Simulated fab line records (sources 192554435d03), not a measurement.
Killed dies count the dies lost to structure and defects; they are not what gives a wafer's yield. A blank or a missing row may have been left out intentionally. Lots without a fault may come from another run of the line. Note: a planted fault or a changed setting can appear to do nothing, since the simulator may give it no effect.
Chamber matching	flow n5 finfet	N5_WELL_APT_DESCUM_13 on rie diel-06: 4 sister chambers
The step chemistry O2, time 7.9 s. 14 wafers are shown with their chamber, then 7 later ones without.

== WAFERS, EACH WITH ITS CHAMBER ==
wafer	chamber	drypump motor current A (A)	showerhead plenum p Torr (Torr)	throttle valve pct (%)
L076.1	3	5.9	2.12	20.39
L076.2	1	5.7	2.14	20.39
L076.4	0	6.0	2.10	20.57
L083.1	3	5.9	2.12	20.43
L083.4	1	5.8	2.13	20.40
L083.6	2	5.1	2.19	20.29
L084.1	1	5.7	2.13	20.42
L084.2	3	5.9	2.11	20.41
L084.4	2	5.1	2.19	20.29
L087.2	1	5.7	2.13	20.43
L087.3	2	5.1	2.19	20.31
L087.5	1	5.8	2.13	20.42
L091.1	2	5.1	2.19	20.32
L091.4	1	5.7	2.13	20.42

SIGNATURES, as means of the wafers listed above
reading	chamber 0	chamber 1	chamber 2	chamber 3	scatter within a chamber
drypump motor current A	6.000	5.733	5.100	5.900	0.0365
showerhead plenum p Torr	2.1000	2.1317	2.1900	2.1167	0.00387
throttle valve pct	20.5700	20.4133	20.3025	20.4100	0.0162
Rule: for a wafer and a chamber, the distance is found by dividing, reading by reading, the gap between the wafer's reading and the chamber's mean by the reading's scatter, squaring, summing and taking the root. If the next closest chamber is less than 2 further off than the closest, the wafer can't be placed; otherwise it belongs to the closest. How the scatter is found: for the shown wafers, subtract from each reading the mean of its chamber, square and add these, divide the total by (wafers less chambers), then take the root.

== WAFERS MISSING THEIR CHAMBER ==
wafer	drypump motor current A (A)	showerhead plenum p Torr (Torr)	throttle valve pct (%)
L091.6	6.0	2.08	20.61
L094.1	5.1	2.19	20.32
L094.4	6.0	2.08	20.61
L094.5	5.0	2.19	20.32
L096.1	6.0	2.08	20.63
L096.2	5.9	2.11	20.45
L096.3	5.8	2.12	20.45

== WHICH CHAMBER EACH ONE RAN IN ==
wafer	from the rows above	in truth
L091.6	0	0
L094.1	2	2
L094.4	0	0
L094.5	2	2
L096.1	0	0
L096.2	3	3
L096.3	can't be placed: 3 or 1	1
Correctly placed: 6 of 7. Not placeable from these rows: 1 (in 1, the candidates include the true chamber). Placed wrongly: 0.
